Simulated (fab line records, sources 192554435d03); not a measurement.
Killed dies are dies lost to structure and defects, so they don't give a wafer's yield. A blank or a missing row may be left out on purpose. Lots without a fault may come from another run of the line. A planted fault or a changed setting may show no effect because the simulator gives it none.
One fault seen from 2 desks | flow n5_finfet | each desk has only its own numbers; what lay behind them comes last

THE TOOL OWNER'S DESK: pvd_sputter-03
The tool's own readings at N5_BEOL_M4_SPUTTER_81 (material Cu, target thk 4.5 nm, time 8.29 s): means of the sampled wafers that have a number, for each lot that ran on this tool. A lot is out of limits, marked OUT, if its mean lies more than 4 standard deviations from the usual mean; the brackets give that distance.
Columns: A = chuck_gas_flow_sccm at N5_BEOL_M4_SPUTTER_81, usual 1.28 sccm; B = substrate_temp_c at N5_BEOL_M4_SPUTTER_81, usual -20.00 C; C = throttle_valve_pct at N5_BEOL_M4_SPUTTER_81, usual 30.1 %
lot  | first seen here | A    | B      | C
L552 | day 8 08:32     | 1.29 | -19.97 | 29.5
L553 | day 8 19:10     | 1.32 | -19.94 | 30.0
L555 | day 9 07:26     | 1.29 | -20.04 | 29.9
L561 | day 11 04:27    | 1.30 | -19.97 | 29.8
L572 | day 13 19:33    | 1.29 | -20.15 | 30.6
This desk's finding: nothing out of limits on any of the 5 lots.

THE METROLOGY DESK
What the gauges read, lot by lot, whatever tool the lot ran on: means of the sampled wafers that have a number. A lot is out of limits, marked OUT, if its mean lies more than 4 standard deviations from the usual mean; the brackets give that distance.
Columns: A = cd_nm at N5_PASSIVATION_CD_MEAS_44, usual 40000 nm
lot  | first seen here | A
L552 | day 12 10:07    | 40001
L550 | day 12 15:08    | 40001
L551 | day 12 16:38    | 40002
L553 | day 13 07:37    | 39998
L555 | day 13 18:19    | 40002
L561 | day 15 17:23    | 40004
L567 | day 15 23:28    | 39998
L566 | day 16 04:11    | 40004
L570 | day 17 06:02    | 39996
L572 | day 17 23:49    | 39998
L573 | day 18 01:17    | 39996
This desk's finding: nothing out of limits on any of the 11 lots.

PUT TOGETHER
The tool owner's desk saw nothing out of limits.
The metrology desk saw nothing out of limits.

WHAT THE SIMULATOR HAD PUT IN
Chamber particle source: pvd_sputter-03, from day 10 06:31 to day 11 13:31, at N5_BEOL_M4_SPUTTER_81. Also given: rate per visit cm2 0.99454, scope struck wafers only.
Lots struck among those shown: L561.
